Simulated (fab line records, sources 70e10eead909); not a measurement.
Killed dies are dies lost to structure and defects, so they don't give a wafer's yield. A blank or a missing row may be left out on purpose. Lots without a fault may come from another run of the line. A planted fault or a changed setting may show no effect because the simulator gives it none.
Which tool did it? | flow nand_harc | 12 lots, 36 wafers sampled, at 5 steps of a route of 1302

WHAT THE GAUGES READ, wafer by wafer
NHARC_A_BONDPAD_THK_MEAS_20: measures by xrf.
lot  | measured     | on            | thk_nm (nm)
L444 | day 23 16:34 | film_metro-02 | 170.3 171.6 171.4
L448 | day 24 06:06 | film_metro-01 | 170.4 169.9 171.4
L446 | day 24 08:19 | film_metro-02 | 169.3 168.0 170.9
L447 | day 24 16:50 | film_metro-02 | 172.1 172.0 172.5
L450 | day 26 05:47 | film_metro-01 | 170.3 171.3 169.9
L451 | day 26 08:05 | film_metro-02 | 169.6 169.7 169.1
L452 | day 26 23:01 | film_metro-01 | 166.8 170.2 171.1
L453 | day 27 05:28 | film_metro-02 | 167.6 168.0 168.8
L455 | day 28 14:20 | film_metro-01 | 170.4 169.5 169.5
L462 | day 30 10:40 | film_metro-02 | 170.2 169.7 169.8
L465 | day 31 19:56 | film_metro-01 | 169.0 169.7 171.1
L467 | day 32 10:47 | film_metro-02 | 170.7 171.4 172.5

NHARC_HYBRID_BOND_INSPECT_06: inspects for defects (ir void).
lot  | measured     | on                | raw_defect_count
L444 | day 24 04:13 | defect_inspect-02 | 20 26 33
L448 | day 24 16:03 | defect_inspect-02 | 99 113 107
L446 | day 24 16:04 | defect_inspect-01 | 28 27 35
L447 | day 25 06:10 | defect_inspect-02 | 62 64 77
L450 | day 26 15:34 | defect_inspect-01 | 72 79 90
L451 | day 26 15:34 | defect_inspect-02 | 110 119 120
L452 | day 27 08:46 | defect_inspect-01 | 144 182 167
L453 | day 27 17:49 | defect_inspect-02 | 89 85 73
L455 | day 29 00:47 | defect_inspect-01 | 27 22 24
L462 | day 30 20:49 | defect_inspect-02 | 66 61 59
L465 | day 32 08:59 | defect_inspect-01 | 146 157 128
L467 | day 32 22:40 | defect_inspect-01 | 53 39 50

NHARC_THIN_TSV_THK_MEAS_02: measures by ir.
lot  | measured     | on            | thk_nm (nm)
L444 | day 24 07:03 | film_metro-01 | 3099 3088 2943
L448 | day 24 18:07 | film_metro-02 | 3251 2989 3457
L446 | day 24 19:41 | film_metro-01 | 3119 2921 3285
L447 | day 25 07:49 | film_metro-01 | 3068 2851 2691
L450 | day 26 18:24 | film_metro-02 | 3173 3273 2987
L451 | day 26 17:16 | film_metro-01 | 3271 3183 2754
L452 | day 27 10:26 | film_metro-02 | 2647 3041 2713
L453 | day 27 19:28 | film_metro-01 | 2877 2810 2625
L455 | day 29 03:40 | film_metro-01 | 3042 3209 3160
L462 | day 30 23:40 | film_metro-02 | 2751 2818 3325
L465 | day 32 10:36 | film_metro-02 | 3037 2664 2887
L467 | day 33 01:31 | film_metro-02 | 3524 3415 3348

NHARC_THIN_TSV_CD_MEAS_16.
lot  | measured     | on        | cd_nm (nm)
L444 | day 24 08:57 | cd_sem-01 | 1000.1 999.3 1002.3
L448 | day 24 20:10 | cd_sem-03 | 1001.3 1000.5 999.7
L446 | day 24 21:53 | cd_sem-02 | 997.5 998.4 999.1
L447 | day 25 09:58 | cd_sem-01 | 1000.2 998.7 1000.1
L450 | day 26 20:17 | cd_sem-02 | 1002.0 999.3 997.2
L451 | day 26 19:17 | cd_sem-02 | 996.5 998.5 998.4
L452 | day 27 12:35 | cd_sem-03 | 997.6 1000.2 999.7
L453 | day 27 21:29 | cd_sem-02 | 1001.3 1000.7 1000.6
L455 | day 29 05:34 | cd_sem-01 | 997.2 1000.6 1000.8
L462 | day 31 01:42 | cd_sem-02 | 999.0 992.8 997.4
L465 | day 32 12:30 | cd_sem-02 | 996.5 997.4 997.5
L467 | day 33 03:25 | cd_sem-03 | 996.5 996.8 998.6

WHICH TOOL RAN EACH LOT (tool, then ch and the chambers of the sampled wafers, then the start)
lot  | NHARC_THIN_TSV_ETCH_44
L444 | rie_diel-06 ch 0,1,2, day 24 08:17
L448 | rie_diel-06 ch 0,3, day 24 19:20
L446 | rie_diel-01 ch 0,2, day 24 21:08
L447 | rie_diel-06 ch 0,1,2, day 25 09:08
L450 | rie_diel-01 ch 1,2,3, day 26 19:38
L451 | rie_diel-06 ch 0,1, day 26 18:38
L452 | rie_diel-05 ch 0,2, day 27 11:55
L453 | rie_diel-01 ch 0,1,3, day 27 20:50
L455 | rie_diel-06 ch 0,1,3, day 29 04:58
L462 | rie_diel-01 ch 0,1, day 31 00:58
L465 | rie_diel-05 ch 0,1,3, day 32 11:47
L467 | rie_diel-05 ch 0,1,2, day 33 02:44
- NHARC_THIN_TSV_ETCH_44: etches the open film in CF4/O2, target depth 1594.2 nm, time 797.1 s.

WHAT THE TOOLS THEMSELVES READ (means of the sampled wafers that have a number; where no wafer has one, the mark that the record gives instead)
NHARC_THIN_TSV_ETCH_44.
lot  | tool        | drypump_motor_current_A (A) | oes_product_au (a.u.) | rf_fwd_power_W (W) | rf_vpp_V (V) | showerhead_plenum_p_Torr (Torr) | throttle_valve_pct (%)
L444 | rie_diel-06 | 6.3                         | 1.006                 | 300.7              | 789          | 1.76                            | 16.921
L448 | rie_diel-06 | 5.5                         | 1.000                 | 298.7              | 788          | 1.73                            | 16.909
L446 | rie_diel-01 | 5.2                         | 0.990                 | 298.7              | 793          | 1.82                            | 16.915
L447 | rie_diel-06 | 6.3                         | 0.999                 | 299.8              | 789          | 1.76                            | 16.916
L450 | rie_diel-01 | 5.3                         | 1.005                 | 300.2              | 799          | 1.92                            | 16.911
L451 | rie_diel-06 | 6.6                         | 0.998                 | 298.9              | 789          | 1.74                            | 16.910
L452 | rie_diel-05 | 6.1                         | 1.000                 | 300.4              | 796          | 1.86                            | 16.923
L453 | rie_diel-01 | 4.9                         | 0.994                 | 299.3              | 796          | 1.85                            | 16.908
L455 | rie_diel-06 | 6.0                         | 0.990                 | 298.9              | 788          | 1.73                            | 16.923
L462 | rie_diel-01 | 5.0                         | 1.077                 | 339.8              | 798          | 1.88                            | 16.921
L465 | rie_diel-05 | 6.0                         | 0.998                 | 299.0              | 794          | 1.83                            | 16.917
L467 | rie_diel-05 | 6.1                         | 0.999                 | 299.3              | 794          | 1.84                            | 16.920

THE ANSWER, worked out from the rows above alone
Rule: what is usual is taken from the lots themselves. Put in order of their means at a reading, lots are off if they are a third of the lots or fewer, leave a main group of 4 or more, and stand apart from it by a gap of 3 or more times the standard deviation of the main group's means; of several such gaps the widest counts. A main group whose means are all the same, to the digits that the tables above print for the reading, isn't used. A lot without any number at a reading at which 4 lots or more have one is off too. The other lots that the step has rows for count as sound. The gauges are gone through in route order, then the tools' own readings, and for those a lot's mean is taken as printed above. The first step at which some lot is off is used, and at that step the reading that is off furthest; a lot without a number counts as furthest.
Off: L462, at NHARC_THIN_TSV_ETCH_44 (rf_fwd_power_W). The main group: mean 299.4 W, standard deviation 0.68.
A tool fits if, at that step or a process step before it, it ran every lot that is off, and no sound lot after the first of them. One fits: rie_diel-01 at NHARC_THIN_TSV_ETCH_44. Its last sound lot is L453 (day 27 20:50), its first lot that is off L462 (day 31 00:58): a fault that began between those two fits.
The tool's own readings at NHARC_THIN_TSV_ETCH_44 bear it out: on the lots that are off they differ by more than 5 times the standard deviation of the sound lots' means. oes_product_au reads 1.077 a.u. there against 0.998 a.u. on the sound lots; rf_fwd_power_W reads 339.8 W there against 299.4 W on the sound lots.

WHAT THE SIMULATOR HAD PUT IN
Process parameter drift: rie_diel-01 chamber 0, from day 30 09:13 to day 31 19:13, at NHARC_THIN_TSV_ETCH_44. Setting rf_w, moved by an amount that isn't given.
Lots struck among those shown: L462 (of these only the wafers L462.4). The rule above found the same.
